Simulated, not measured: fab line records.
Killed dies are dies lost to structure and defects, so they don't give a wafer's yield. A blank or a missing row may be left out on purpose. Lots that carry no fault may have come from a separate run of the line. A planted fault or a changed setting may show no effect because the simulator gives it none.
fab line records	flow nandHarc
record lots=6	wafers=18	lastDay=25
route steps=1159 shown A_STAIRCASE@698 END@1159
lots untouched by any fault: they come from a run of this same line in which no faults occurred
startH: hours from the record's first day to the start of the lot's first wafer shown	waitH: hours elapsed since this lot's preceding step	" same as the row above	L1.1+2: a row that stands for several wafers	- no value, or no start given	* or withheld: withheld	< > ~ a bound
route shown NAME@n: NAME is a module with steps in the file, n the number in the route of the first one	usual: mean/standard deviation of fault-free wafers	same: alike in all rows	chamber/n: place in a boat	sites: each site's reading	_std_site: standard deviation across them	_edge_site: outer sites' mean less inner sites'	radiusMm: how far each site lies from the wafer's centre	mask NAME#n: copy n	behind: tool/chamber where the wafer was last shaped	hold: why the lot was held/for how many hours/how that ended	device: which transistor (n, p or np) failed to switch	end of line: tests run on the same wafers once the route is complete	a step given without rows: its recipe and nothing more	killed: dies lost to structure and defects at the first sort, not the wafer's yield	map: the dies of a wafer, with x for killed, . for not killed, _ for no die there
set.NAME: the setting the step ran with; set.NAME@STEP: the setting that earlier step ran with	model.NAME: the simulator's own value behind a step, which no gauge read
lots seen at some steps along the route; tables by step, rows by wafer
services: from which hour (startH, from the record's first day; less than 0 if before it) a tool's chamber was out of use, for how many hours, and why
## steps
# step NHARC_A_STAIRCASE_ALD_415
# recipe targetThkA=300	pulseTimeS=6	aldCycles=300	tempC=300	material=SiO2
# usual heaterPowerW=477/61	precursorPulseHeightRel=1.000/0.021
# same pulseTimeS=6
lot.wafer	tool	chamber	startH	waitH	heaterPowerW	precursorPulseHeightRel
L246.2	aldHk-01	3	277.51	0.3	478	0.981
L246.3	"	1	"	"	553	0.982
L246.6	"	3	"	"	484	1.012
L248.3	aldHk-02	1	279.69	0.2	498	1.027
L248.2	"	2	"	"	464	1.025
L248.6	"	2	"	"	461	1.047
L262.4	aldHk-02	2	371.42	0.1	434	0.991
L262.2	"	1	"	"	525	1.001
L262.6	"	2	"	"	449	1.039
L261.2	aldHk-01	2	373.64	0.1	394	1.008
L261.4	"	3	"	"	479	0.991
L261.1	"	0	"	"	352	1.034
L263.2	aldHk-02	0	377.72	0.3	517	1.016
L263.4	"	2	"	"	452	0.993
L263.5	"	0	"	"	502	1.037
L264.4	aldHk-03	2	398.93	0.5	485	0.970
L264.2	"	3	"	"	508	1.027
L264.6	"	1	"	"	534	1.015
# step NHARC_A_STAIRCASE_ETCHBACK_416
# recipe targetDepthA=360	timeS=7.2	c4f8FlowSccm=withheld	o2FlowSccm=8	arFlowSccm=withheld	rfW=600	biasW=800	chemistry=C4F8/O2/Ar
# usual chamberPressureMTorr=24.99/0.097	oesProductAu=0.938/0.029	rfVppV=722/5
lot.wafer	tool	chamber	startH	waitH	chamberPressureMTorr	oesProductAu	rfHoursCounterH	rfVppV
L246.3	rieDiel-06	2	-	-	24.99	0.926	12	716
L246.2	"	3	"	"	25.03	0.935	10	727
L246.6	"	2	"	"	25.00	0.925	-	718
L248.2	rieDiel-05	0	-	-	24.98	0.921	44	717
L248.3	"	2	"	"	25.02	0.919	40	721
L248.6	"	0	"	"	25.00	0.931	-	716
L262.2	rieDiel-06	3	-	-	25.00	0.920	46	725
L262.4	"	0	"	"	24.99	0.927	45	716
L262.6	"	0	"	"	25.01	0.921	-	715
L261.2	rieDiel-06	2	-	-	25.02	0.919	48	715
L261.4	"	0	"	"	25.02	0.929	46	716
L261.1	"	1	"	"	25.00	0.925	47	715
L263.4	rieDiel-04	0	-	-	25.00	0.933	30	725
L263.2	"	1	"	"	24.97	0.930	28	721
L263.5	"	3	"	"	24.98	0.925	-	726
L264.4	rieDiel-06	0	401.97	2.6	24.98	0.930	55	716
L264.2	"	2	"	"	24.98	0.912	60	717
L264.6	"	0	"	"	25.01	0.932	-	716
# step NHARC_A_STAIRCASE_STRIP_476
# recipe timeS=20	o2FlowSccm=500	arFlowSccm=0	biasW=0	chemistry=O2
# step NHARC_A_STAIRCASE_DEP_417
# recipe targetThkA=600	stepCoveragePct=20	tempC=400	targetThkNm=60	flowSccm=200	rfW=450	material=Si3N4
# usual heaterPowerOuterW=437/63	heaterPowerW=729/110
lot.wafer	tool	chamber	startH	waitH	heaterPowerOuterW	heaterPowerW
L246.3	pecvd-03	2	279.59	-	382	700
L246.2	"	0	"	"	349	620
L246.6	"	1	"	"	516	812
L248.2	pecvd-04	2	282.01	-	432	665
L248.3	"	0	"	"	505	772
L248.6	"	1	"	"	395	659
L262.2	pecvd-04	2	373.77	-	398	614
L262.6	"	0	"	"	497	787
L262.4	"	1	"	"	417	671
L261.1	pecvd-04	2	375.94	-	434	656
L261.2	"	0	"	"	495	771
L261.4	"	2	"	"	441	671
L263.2	pecvd-02	1	380.27	-	334	565
L263.4	"	1	"	"	334	555
L263.5	"	0	"	"	556	960
L264.2	pecvd-02	1	402.21	-	351	578
L264.6	"	0	"	"	580	968
L264.4	"	2	"	"	463	776
# step NHARC_A_STAIRCASE_WET_418
# recipe tempC=160	targetDepthA=200	chemistry=H3PO4
# step NHARC_A_STAIRCASE_PRECLEAN_419
# recipe timeS=*	tempC=50	bathAgeMin=0	chemistry=SC1
# step NHARC_A_STAIRCASE_SRD_421
# step NHARC_A_STAIRCASE_ALD_420
# recipe targetThkA=200	pulseTimeS=6	aldCycles=200	tempC=300	material=SiO2
# usual heaterPowerW=474/64	precursorPulseHeightRel=1.000/0.02
# same pulseTimeS=6
lot.wafer	tool	chamber	startH	waitH	heaterPowerW	precursorPulseHeightRel
L246.2	aldHk-03	0	283.33	-	488	0.974
L246.3	"	3	"	"	498	1.012
L246.6	"	0	"	"	477	0.984
L248.2	aldHk-01	3	283.33	-	471	0.977
L248.3	"	0	"	"	351	1.009
L248.6	"	3	"	"	489	1.004
L262.2	aldHk-01	1	377.46	-	557	0.983
L262.4	"	3	"	"	487	1.009
L262.6	"	1	"	"	549	1.000
L261.2	aldHk-03	0	377.46	-	475	0.999
L261.4	"	2	"	"	483	0.963
L261.1	"	3	"	"	503	1.013
L263.2	aldHk-03	3	385.91	-	503	0.982
L263.4	"	1	"	"	525	0.970
L263.5	"	0	"	"	495	1.009
L264.2	aldHk-02	3	405.94	-	568	0.968
L264.4	"	0	"	"	510	1.024
L264.6	"	3	"	"	557	0.972
# step NHARC_A_STAIRCASE_CVD_552
# recipe targetThkA=400	tempC=700	pressureMtorr=300	material=SiNx
# step NHARC_A_STAIRCASE_DEP_151
# recipe targetThkA=38000	tempC=400	targetThkNm=3800	teosFlowSccm=200	rfW=500	material=SiO2
# usual heaterPowerOuterW=395/69	heaterPowerW=677/110
lot.wafer	tool	chamber	startH	waitH	heaterPowerOuterW	heaterPowerW
L248.3	pecvd-04	2	291.60	0.4	395	602
L248.2	"	1	"	"	366	625
L248.6	"	1	"	"	296	539
L246.2	pecvd-02	0	291.67	0.5	415	780
L246.3	"	1	"	"	391	651
L246.6	"	0	"	"	406	744
L261.2	pecvd-03	2	385.72	0.4	347	675
L261.1	"	1	"	"	467	758
L261.4	"	0	"	"	334	602
L262.2	pecvd-02	1	385.80	0.5	378	624
L262.6	"	0	"	"	435	808
L262.4	"	1	"	"	294	506
L263.2	pecvd-04	1	394.25	0.5	330	562
L263.4	"	0	"	"	373	628
L263.5	"	2	"	"	364	569
L264.2	pecvd-02	1	416.02	0.6	349	609
L264.6	"	0	"	"	439	800
L264.4	"	1	"	"	295	503
# step NHARC_A_STAIRCASE_ANNEAL_320
# recipe tempC=750	timeS=1800
# step NHARC_A_STAIRCASE_DEP_322
# recipe targetThkA=38000	tempC=400	targetThkNm=3800	teosFlowSccm=200	rfW=500	material=SiO2
# usual heaterPowerOuterW=388/61	heaterPowerW=667/92
lot.wafer	tool	chamber	startH	waitH	heaterPowerOuterW	heaterPowerW
L248.3	pecvd-04	1	301.83	0.1	-	-
L248.2	"	0	"	"	-	-
L248.6	"	1	"	"	-	-
L246.2	pecvd-02	1	301.93	0.2	-	-
L246.3	"	2	"	"	-	-
L246.6	"	1	"	"	-	-
L261.2	pecvd-02	2	394.51	0.1	529	892
L261.1	"	0	"	"	560	988
L261.4	"	0	"	"	435	802
L262.2	pecvd-03	1	394.66	0.2	441	755
L262.6	"	1	"	"	375	640
L262.4	"	0	"	"	324	588
L263.2	pecvd-03	0	401.40	0.2	424	710
L263.4	"	0	"	"	330	589
L263.5	"	1	"	"	389	653
L264.2	pecvd-03	0	423.84	0.1	407	701
L264.4	"	0	"	"	321	593
L264.6	"	1	"	"	385	648
# step NHARC_A_STAIRCASE_ANNEAL_323
# recipe tempC=750	timeS=1800
# step NHARC_END_SORT_01
# recipe tempC=25
# usual killedAtArray=28/11	killedAtOther=0.7/1.1	killedAtPeriphery=2.9/2	killedDies=32/11	killedOpen=3.2/1.8	killedShort=2.0/1.4
# same grossDies=677
lot.wafer	tool	chamber	startH	waitH	killedAtArray	killedAtOther	killedAtPeriphery	killedDies	killedOpen	killedShort
L246.2	prober-02	0	451.87	2.8	670	2	5	677	4	1
L246.3	prober-02	0	452.66	3.1	671	1	5	677	1	3
L246.6	prober-02	0	455.04	4.0	674	2	1	677	2	1
L248.2	prober-02	0	459.68	2.8	675	0	2	677	2	5
L248.3	prober-02	0	460.49	3.1	670	1	6	677	4	4
L248.6	prober-02	0	462.91	4.0	675	0	2	677	2	4
L261.1	prober-02	0	547.94	2.5	44	0	3	47	4	2
L261.2	prober-02	0	548.74	2.8	45	0	0	45	1	0
L261.4	prober-02	0	550.34	3.4	46	0	1	47	1	1
L262.2	prober-01	0	548.69	2.8	19	1	3	23	3	1
L262.4	prober-01	0	550.29	3.4	15	1	1	17	2	1
L262.6	prober-01	0	551.89	4.0	14	1	2	17	0	0
L263.2	prober-01	0	556.84	2.8	46	1	5	52	3	2
L263.4	prober-01	0	558.45	3.4	47	0	4	51	5	1
L263.5	prober-01	0	559.25	3.7	37	0	10	47	5	2
# killed by level:class
L246.2 A_STAIRCASE:areaDep=643 A_CHANNEL_HOLE_D1:chamberFilmFlake=14 A_STAIRCASE:chamberFilmFlake=8 P_ZERO_WELL:chamberFilmFlake=2 P_STI:chamberFilmFlake=2 A_WL_FILL:chamberFilmFlake=2 P_M0:geometricParticle:open=1 A_ONON_D1:geometricParticle:open=1
L246.3 A_STAIRCASE:areaDep=638 A_CHANNEL_HOLE_D1:chamberFilmFlake=17 A_STAIRCASE:chamberFilmFlake=8 P_ZERO_WELL:chamberFilmFlake=3 A_ZERO_WELL:chamberFilmFlake=3 P_M0:geometricParticle:open=1 A_ONON_D1:geometricParticle:short=1 A_WL_FILL:geometricParticle:short=1
L246.6 A_STAIRCASE:areaDep=645 A_STAIRCASE:chamberFilmFlake=13 A_CHANNEL_HOLE_D1:chamberFilmFlake=12 THIN_TSV:chamberFilmFlake=2 A_CHANNEL_FILL_D1:geometricParticle:open=1 A_STAIRCASE:geometricParticle:open=1 A_WL_FILL:geometricParticle:short=1 P_STI:chamberFilmFlake=1
L248.2 A_STAIRCASE:areaDep=651 A_SLIT:chamberFilmFlake=8 A_CHANNEL_HOLE_D1:chamberFilmFlake=5 A_CHANNEL_FILL_D1:chamberFilmFlake=2 P_CONTACT:geometricParticle:short=1 A_ONON_D1:geometricParticle:open=1 A_CHANNEL_FILL_D1:geometricParticle:open=1 A_CHANNEL_FILL_D1:geometricParticle:short=1
L248.3 A_STAIRCASE:areaDep=647 A_CHANNEL_HOLE_D1:chamberFilmFlake=7 A_SLIT:chamberFilmFlake=7 A_ONON_D1:geometricParticle:short=2 A_M0:geometricParticle:open=2 P_ZERO_WELL:chamberFilmFlake=2 P_STI:chamberFilmFlake=2 A_STAIRCASE:chamberFilmFlake=2
L248.6 A_STAIRCASE:areaDep=649 A_CHANNEL_HOLE_D1:chamberFilmFlake=10 A_SLIT:chamberFilmFlake=6 A_CONTACT:geometricParticle:open=2 A_BLC:chamberFilmFlake=2 A_SGD_CUT:geometricParticle:short=1 A_WL_FILL:geometricParticle:short=1 A_CONTACT:geometricParticle:short=1
L261.1 A_CHANNEL_HOLE_D1:chamberFilmFlake=23 A_SLIT:chamberFilmFlake=12 A_STAIRCASE:chamberFilmFlake=4 P_M0:geometricParticle:open=2 A_CONTACT:geometricParticle:open=2 A_CONTACT:chamberFilmFlake=2 P_STI:geometricParticle:short=1 A_ONON_D1:geometricParticle:short=1
L262.2 A_CHANNEL_HOLE_D1:chamberFilmFlake=7 A_CONTACT:chamberFilmFlake=3 A_M0:geometricParticle:open=2 A_WL_FILL:chamberFilmFlake=2 A_M0:chamberFilmFlake=2 P_CONTACT:geometricParticle:short=1 A_CHANNEL_FILL_D1:geometricParticle:open=1 P_STI:chamberFilmFlake=1
L261.2 A_CHANNEL_HOLE_D1:chamberFilmFlake=17 A_SLIT:chamberFilmFlake=16 A_CONTACT:chamberFilmFlake=10 A_CHANNEL_FILL_D1:geometricParticle:open=1 A_STAIRCASE:chamberFilmFlake=1
L262.4 A_STAIRCASE:chamberFilmFlake=6 A_CHANNEL_HOLE_D1:chamberFilmFlake=3 A_CONTACT:chamberFilmFlake=2 P_M1:geometricParticle:short=1 A_STAIRCASE:geometricParticle:open=1 A_SGD_CUT:geometricParticle:open=1 A_WL_FILL:chamberFilmFlake=1 A_SLIT:chamberFilmFlake=1
L261.4 A_CHANNEL_HOLE_D1:chamberFilmFlake=23 A_SLIT:chamberFilmFlake=12 A_CONTACT:chamberFilmFlake=8 A_STAIRCASE:chamberFilmFlake=2 P_CONTACT:geometricParticle:open=1 A_ONON_D1:geometricParticle:short=1
L262.6 A_CHANNEL_HOLE_D1:chamberFilmFlake=6 A_CONTACT:chamberFilmFlake=3 P_GATE:chamberFilmFlake=2 A_STAIRCASE:chamberFilmFlake=2 A_WL_FILL:chamberFilmFlake=2 A_M0:chamberFilmFlake=1 THIN_TSV:chamberFilmFlake=1
L263.2 A_SLIT:chamberFilmFlake=18 A_CHANNEL_HOLE_D1:chamberFilmFlake=16 A_CONTACT:chamberFilmFlake=8 P_M0:chamberFilmFlake=4 A_WL_FILL:geometricParticle:short=2 P_CONTACT:geometricParticle:open=1 A_CONTACT:geometricParticle:open=1 STARTING-WAFER:geometricParticle:open=1
L263.4 A_CHANNEL_HOLE_D1:chamberFilmFlake=23 A_SLIT:chamberFilmFlake=13 A_CONTACT:chamberFilmFlake=3 A_CONTACT:geometricParticle:open=2 P_M0:chamberFilmFlake=2 A_SGD_CUT:chamberFilmFlake=2 P_M0:geometricParticle:open=1 A_ONON_D1:geometricParticle:open=1
L263.5 A_CHANNEL_HOLE_D1:chamberFilmFlake=20 A_SLIT:chamberFilmFlake=12 P_M0:chamberFilmFlake=3 A_CONTACT:chamberFilmFlake=3 P_CONTACT:geometricParticle:open=2 P_GATE:geometricParticle:short=1 P_M0:geometricParticle:open=1 P_M1:geometricParticle:open=1
# map L246.2 (x killed, . not)
____________x____________
_________xxxxxxx_________
_______xxxxxxxxxxx_______
______xxxxxxxxxxxxx______
_____xxxxxxxxxxxxxxx_____
____xxxxxxxxxxxxxxxxx____
____xxxxxxxxxxxxxxxxx____
___xxxxxxxxxxxxxxxxxxx___
___xxxxxxxxxxxxxxxxxxx___
__xxxxxxxxxxxxxxxxxxxxx__
__xxxxxxxxxxxxxxxxxxxxx__
_xxxxxxxxxxxxxxxxxxxxxxx_
_xxxxxxxxxxxxxxxxxxxxxxx_
_xxxxxxxxxxxxxxxxxxxxxxx_
_xxxxxxxxxxxxxxxxxxxxxxx_
_xxxxxxxxxxxxxxxxxxxxxxx_
xxxxxxxxxxxxxxxxxxxxxxxxx
xxxxxxxxxxxxxxxxxxxxxxxxx
xxxxxxxxxxxxxxxxxxxxxxxxx
xxxxxxxxxxxxxxxxxxxxxxxxx
xxxxxxxxxxxxxxxxxxxxxxxxx
_xxxxxxxxxxxxxxxxxxxxxxx_
_xxxxxxxxxxxxxxxxxxxxxxx_
_xxxxxxxxxxxxxxxxxxxxxxx_
_xxxxxxxxxxxxxxxxxxxxxxx_
_xxxxxxxxxxxxxxxxxxxxxxx_
__xxxxxxxxxxxxxxxxxxxxx__
__xxxxxxxxxxxxxxxxxxxxx__
___xxxxxxxxxxxxxxxxxxx___
___xxxxxxxxxxxxxxxxxxx___
____xxxxxxxxxxxxxxxxx____
____xxxxxxxxxxxxxxxxx____
_____xxxxxxxxxxxxxxx_____
______xxxxxxxxxxxxx______
_______xxxxxxxxxxx_______
_________xxxxxxx_________
____________x____________
# map L248.2 (x killed, . not)
____________x____________
_________xxxxxxx_________
_______xxxxxxxxxxx_______
______xxxxxxxxxxxxx______
_____xxxxxxxxxxxxxxx_____
____xxxxxxxxxxxxxxxxx____
____xxxxxxxxxxxxxxxxx____
___xxxxxxxxxxxxxxxxxxx___
___xxxxxxxxxxxxxxxxxxx___
__xxxxxxxxxxxxxxxxxxxxx__
__xxxxxxxxxxxxxxxxxxxxx__
_xxxxxxxxxxxxxxxxxxxxxxx_
_xxxxxxxxxxxxxxxxxxxxxxx_
_xxxxxxxxxxxxxxxxxxxxxxx_
_xxxxxxxxxxxxxxxxxxxxxxx_
_xxxxxxxxxxxxxxxxxxxxxxx_
xxxxxxxxxxxxxxxxxxxxxxxxx
xxxxxxxxxxxxxxxxxxxxxxxxx
xxxxxxxxxxxxxxxxxxxxxxxxx
xxxxxxxxxxxxxxxxxxxxxxxxx
xxxxxxxxxxxxxxxxxxxxxxxxx
_xxxxxxxxxxxxxxxxxxxxxxx_
_xxxxxxxxxxxxxxxxxxxxxxx_
_xxxxxxxxxxxxxxxxxxxxxxx_
_xxxxxxxxxxxxxxxxxxxxxxx_
_xxxxxxxxxxxxxxxxxxxxxxx_
__xxxxxxxxxxxxxxxxxxxxx__
__xxxxxxxxxxxxxxxxxxxxx__
___xxxxxxxxxxxxxxxxxxx___
___xxxxxxxxxxxxxxxxxxx___
____xxxxxxxxxxxxxxxxx____
____xxxxxxxxxxxxxxxxx____
_____xxxxxxxxxxxxxxx_____
______xxxxxxxxxxxxx______
_______xxxxxxxxxxx_______
_________xxxxxxx_________
____________x____________
## services
tool	chamber	startH	hours	kind
pecvd-04	-	269.95	1.4	repair
rieDiel-04	-	275.37	1.1	repair
rieDiel-04	-	289.03	9.0	pm
pecvd-03	-	292.31	13.0	pm
pecvd-03	0	292.31	13.0	ventCycle
rieDiel-06	0	298.58	3.3	repair
rieDiel-04	2	307.44	18.4	repair
pecvd-02	-	334.00	13.0	pm
pecvd-02	0	334.00	13.0	ventCycle
pecvd-02	1	334.00	13.0	ventCycle
pecvd-02	2	334.00	13.0	ventCycle
rieDiel-05	-	340.60	9.0	pm
pecvd-02	0	347.00	-	clean
pecvd-02	1	347.00	-	clean
pecvd-02	2	347.00	-	clean
pecvd-04	-	376.32	13.0	pm
pecvd-04	0	376.32	13.0	ventCycle
pecvd-04	1	376.32	13.0	ventCycle
pecvd-04	2	376.32	13.0	ventCycle
pecvd-04	0	389.32	-	clean
pecvd-04	1	389.32	-	clean
pecvd-04	2	389.32	-	clean
rieDiel-04	3	419.08	20.6	repair
rieDiel-06	-	419.80	9.0	pm
## key
firstSign step=NHARC_A_STAIRCASE_DEP_322	reading=toolRecord	direction=missing
effect step=NHARC_END_SORT_01	reading=killedAtArray	direction=up	sigmas=58	usual=28	struck=672
moreKillsBornAt NHARC_A_STAIRCASE_DEP_322@pecvd-04=1947	NHARC_A_STAIRCASE_DEP_322@pecvd-02=1926
metAt NHARC_A_STAIRCASE_DEP_322
struckWafers L246.2,L246.3,L246.6,L248.2,L248.3,L248.6
laterRowsLeftOut L246.2,L246.3,L246.6,L248.2,L248.3,L248.6
testerLeftOut L246,L248
fault kind=skippedStepWhole	tool=pecvd-02,pecvd-04	chamber=-	onsetH=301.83	steps=NHARC_A_STAIRCASE_DEP_322	scope=struckLotsOnly
# testerLeftOut: of these lots the tester's yield and bins aren't shown, on N5 and GAA mostly nor the transistor test; their killed dies are dies lost to structure and defects alone, not to doping, threshold or leakage, so they don't give the yield
# laterRowsLeftOut: the simulator's readings of these wafers behind a module that went badly wrong aren't trusted and aren't shown, but for the sort
